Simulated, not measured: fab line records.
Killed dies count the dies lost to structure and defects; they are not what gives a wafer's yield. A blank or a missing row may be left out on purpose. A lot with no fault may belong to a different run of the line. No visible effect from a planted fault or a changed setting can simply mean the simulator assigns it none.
What tool caused it?    flow n5-finfet    Sampling: 10 lots, 30 wafers, 6 of 1938 route steps

== WHAT THE GAUGES READ, wafer by wafer ==
The record lacks any reading of a measuring or inspecting step that a usual standard deviation could be used to judge.

== WHAT TOOL EACH LOT RAN ON (gives the tool, then ch and the chambers of the sampled wafers, and finally the start) ==
lot   N5_ZERO_LAYER_COAT_05             N5_ZERO_LAYER_STRIP_24               N5_WELL_APT_EPI_41              N5_PMOS_HMC_CHANNEL_EPI_ETCH_32    N5_PMOS_HMC_CHANNEL_EPI_HM_OPEN_15  N5_PASSIVATION_PROBE_49
L360  litho-track-03 ch 0, day 1 12:23  plasma-asher-02 ch 0,1, day 1 13:02  epi-rpcvd-02 ch 0, day 1 16:43  rie-diel-03 ch 1,2,3, day 1 18:21  rie-diel-03 ch 1,2,3, day 1 18:23   -
L361  litho-track-02 ch 0, day 1 18:22  plasma-asher-01 ch 0, day 1 18:53    epi-rpcvd-01 ch 0, day 1 21:58  rie-diel-02 ch 2,3, day 1 23:04    rie-diel-02 ch 2,3, day 1 23:07     -
L367  litho-track-02 ch 0, day 3 06:22  plasma-asher-01 ch 0,1, day 3 06:53  epi-rpcvd-03 ch 0, day 3 10:36  rie-diel-03 ch 1,2, day 3 12:17    rie-diel-03 ch 1,2, day 3 12:20     -
L369  litho-track-03 ch 0, day 3 18:22  plasma-asher-02 ch 0,1, day 3 19:04  epi-rpcvd-03 ch 0, day 3 22:20  rie-diel-02 ch 0,2, day 3 23:35    rie-diel-02 ch 0,2, day 3 23:37     -
L371  litho-track-02 ch 0, day 4 06:24  plasma-asher-01 ch 0,1, day 4 07:10  epi-rpcvd-01 ch 0, day 4 10:10  rie-diel-02 ch 1,2,3, day 4 11:16  rie-diel-02 ch 1,2,3, day 4 11:18   -
L373  litho-track-02 ch 0, day 4 18:22  plasma-asher-01 ch 0,1, day 4 18:53  epi-rpcvd-02 ch 0, day 4 22:14  rie-diel-03 ch 0,2,3, day 4 23:19  rie-diel-03 ch 0,2,3, day 4 23:22   prober-01, day 18 10:51
L374  litho-track-03 ch 0, day 5 00:23  plasma-asher-02 ch 0,1, day 5 01:02  epi-rpcvd-03 ch 0, day 5 04:04  rie-diel-02 ch 2,3, day 5 05:23    rie-diel-02 ch 2,3, day 5 05:25     prober-01, day 18 00:59
L377  litho-track-03 ch 0, day 5 18:22  plasma-asher-01 ch 0, day 5 19:01    epi-rpcvd-03 ch 0, day 5 22:11  rie-diel-03 ch 0,1, day 5 23:31    rie-diel-03 ch 0,1, day 5 23:34     prober-01, day 19 16:09
L378  litho-track-04 ch 0, day 6 00:22  plasma-asher-02 ch 0,1, day 6 00:53  epi-rpcvd-02 ch 0, day 6 04:16  rie-diel-02 ch 1,2,3, day 6 05:41  rie-diel-02 ch 1,2,3, day 6 05:44   -
L380  litho-track-04 ch 0, day 6 12:22  plasma-asher-02 ch 0,1, day 6 13:01  epi-rpcvd-02 ch 0, day 6 16:23  rie-diel-02 ch 0,2,3, day 6 17:44  rie-diel-02 ch 0,2,3, day 6 17:46   -
- N5_ZERO_LAYER_COAT_05: resist thk 1000 nm.
- N5_ZERO_LAYER_STRIP_24: strips in O2.
- N5_WELL_APT_EPI_41: deposits Si from SiH4/H2, target thk 50 nm, time 297.7 s.
- N5_PMOS_HMC_CHANNEL_EPI_ETCH_32: etches BARC in N2/H2, stops on SiO2, target depth 85.8 nm, time 50.3 s.
- N5_PMOS_HMC_CHANNEL_EPI_HM_OPEN_15: chemistry CHF3/O2, target SiO2, target depth 40.6 nm, time 20.3 s.
- N5_PASSIVATION_PROBE_49

== WHAT THE TOOLS THEMSELVES READ (means of the sampled wafers that have a number; where no wafer has one, the mark that the record gives instead) ==
N5_ZERO_LAYER_COAT_05.
lot   tool            spin-speed-rpm (rpm)
L360  litho-track-03  1500.5
L361  litho-track-02  1499.3
L367  litho-track-02  1498.8
L369  litho-track-03  1500.2
L371  litho-track-02  1465.5
L373  litho-track-02  1465.3
L374  litho-track-03  1500.6
L377  litho-track-03  1498.8
L378  litho-track-04  1500.4
L380  litho-track-04  1500.2

N5_ZERO_LAYER_STRIP_24.
lot   tool             drypump-motor-current-A (A)  heater-power-w (W)  o2-flow-sccm (sccm)  oes-product-au (a.u.)  strip-time-to-endpoint-s (s)
L360  plasma-asher-02  5.80                         322                 6760                 0.644                  43.96
L361  plasma-asher-01  5.64                         356                 6751                 0.644                  43.80
L367  plasma-asher-01  5.70                         347                 6763                 0.651                  43.95
L369  plasma-asher-02  5.87                         338                 6742                 0.648                  44.08
L371  plasma-asher-01  5.70                         348                 6765                 0.647                  44.18
L373  plasma-asher-01  5.71                         350                 6750                 0.645                  44.23
L374  plasma-asher-02  5.87                         334                 6742                 0.648                  44.02
L377  plasma-asher-01  5.65                         369                 6752                 0.648                  43.82
L378  plasma-asher-02  5.88                         337                 6756                 0.646                  43.85
L380  plasma-asher-02  5.87                         335                 6738                 0.645                  43.97

N5_WELL_APT_EPI_41.
lot   tool          throttle-valve-pct (%)
L360  epi-rpcvd-02  11.0
L361  epi-rpcvd-01  10.4
L367  epi-rpcvd-03  10.1
L369  epi-rpcvd-03  10.1
L371  epi-rpcvd-01  10.4
L373  epi-rpcvd-02  11.0
L374  epi-rpcvd-03  10.3
L377  epi-rpcvd-03  10.1
L378  epi-rpcvd-02  11.0
L380  epi-rpcvd-02  11.0

N5_PMOS_HMC_CHANNEL_EPI_ETCH_32.
lot   tool         drypump-motor-current-A (A)  n2-flow-sccm (sccm)  oes-product-au (a.u.)  rf-vpp-V (V)  showerhead-plenum-p-Torr (Torr)  throttle-valve-pct (%)
L360  rie-diel-03  5.6                          199.7                0.62                   523.5         2.49                             18.01
L361  rie-diel-02  6.0                          200.1                0.69                   525.5         2.60                             17.89
L367  rie-diel-03  5.8                          199.9                0.63                   523.6         2.56                             18.05
L369  rie-diel-02  5.7                          199.6                0.61                   524.1         2.55                             17.96
L371  rie-diel-02  6.1                          200.0                0.65                   525.3         2.58                             18.00
L373  rie-diel-03  5.2                          199.8                0.66                   521.0         2.44                             17.88
L374  rie-diel-02  5.9                          201.0                0.67                   524.9         2.59                             17.93
L377  rie-diel-03  5.6                          200.5                0.66                   525.4         2.58                             17.90
L378  rie-diel-02  6.0                          200.4                0.71                   525.4         2.57                             17.89
L380  rie-diel-02  5.8                          200.5                0.71                   523.2         2.53                             17.87

N5_PMOS_HMC_CHANNEL_EPI_HM_OPEN_15.
lot   tool         drypump-motor-current-A (A)  oes_o_777_au (a.u.)  oes-product-au (a.u.)  rf-vpp-V (V)  showerhead-plenum-p-Torr (Torr)  throttle-valve-pct (%)
L360  rie-diel-03  5.6                          0.73                 0.72                   525           2.36                             18.98
L361  rie-diel-02  5.9                          0.81                 0.81                   523           2.47                             18.99
L367  rie-diel-03  5.8                          0.74                 0.74                   527           2.42                             18.99
L369  rie-diel-02  5.8                          0.72                 0.71                   521           2.43                             19.07
L371  rie-diel-02  6.0                          0.77                 0.76                   521           2.45                             19.05
L373  rie-diel-03  5.2                          0.76                 0.75                   523           2.32                             18.92
L374  rie-diel-02  5.9                          0.79                 0.78                   523           2.46                             19.03
L377  rie-diel-03  5.6                          0.78                 0.78                   528           2.45                             18.89
L378  rie-diel-02  6.0                          0.84                 0.83                   521           2.44                             18.94
L380  rie-diel-02  5.8                          0.85                 0.84                   520           2.41                             18.97

N5_PASSIVATION_PROBE_49.
lot   tool       defect-limited-yield (%)  killed_at_M0_to_M3  killed_at_M4_up  killed-at-contacts  killed-at-front-end  killed-at-other  killed-dies  killed-on-rim  killed-open  killed-short  sort_bin_5_function (%)  sort_bin_6_memory (%)  sort-n-pass  sort-yield-pct (%)
L373  prober-01  92.3                      29                  17               8                   34                   2.0              90           10             59           31            4.5                      3.0                    1090         92.3
L374  prober-01  90.8                      42                  13               12                  39                   3.7              109          15             71           35            5.7                      3.1                    1071         90.8
L377  prober-01  91.2                      38                  16               11                  37                   1.0              103          19             70           34            5.1                      3.4                    1077         91.2

== THE ANSWER, worked out from the rows above alone ==
Rule: what is usual is taken from the lots themselves. Put in order of their means at a reading, lots are off if they are a third of the lots or fewer, leave a main group of 4 or more, and stand apart from it by a gap of 3 or more times the standard deviation of the main group's means; of several such gaps the widest counts. The tables above print the reading to a certain number of digits; a main group whose means all agree to those digits is not used. Also off: a lot with no number at a reading for which 4 or more lots have one. Where the step has rows for the other lots, those lots are counted as sound. After the gauges, taken in route order, come the tools' own readings; for these a lot's mean is taken, as printed above. At the first step where some lot is off, the reading lying furthest off is the one used; lots without a number count as furthest.
Off: L371, L373, at N5_ZERO_LAYER_COAT_05 (spin-speed-rpm). The main group has a mean of 1499.8 rpm with a standard deviation of 0.71.
A tool fits if, at that step or a process step before it, it ran every lot that is off, and no sound lot after the first of them. One fits: N5_ZERO_LAYER_COAT_05 on litho-track-02. A fault onset in the window from L367 (day 3 06:22, its last sound lot) to L371 (day 4 06:24, its first lot off) fits.
The tool's own readings at N5_ZERO_LAYER_COAT_05 bear it out: on the lots that are off they differ by more than 5 times the standard deviation of the sound lots' means. spin-speed-rpm reads 1465.4 rpm there against 1499.8 rpm on the sound lots.

== WHAT THE SIMULATOR PUT IN ==
Process parameter drift: litho-track-02, from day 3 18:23 on, at N5_ZERO_LAYER_COAT_05. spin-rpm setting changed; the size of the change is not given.
Lots struck among those shown: L371, L373. The rule above reached the same finding.
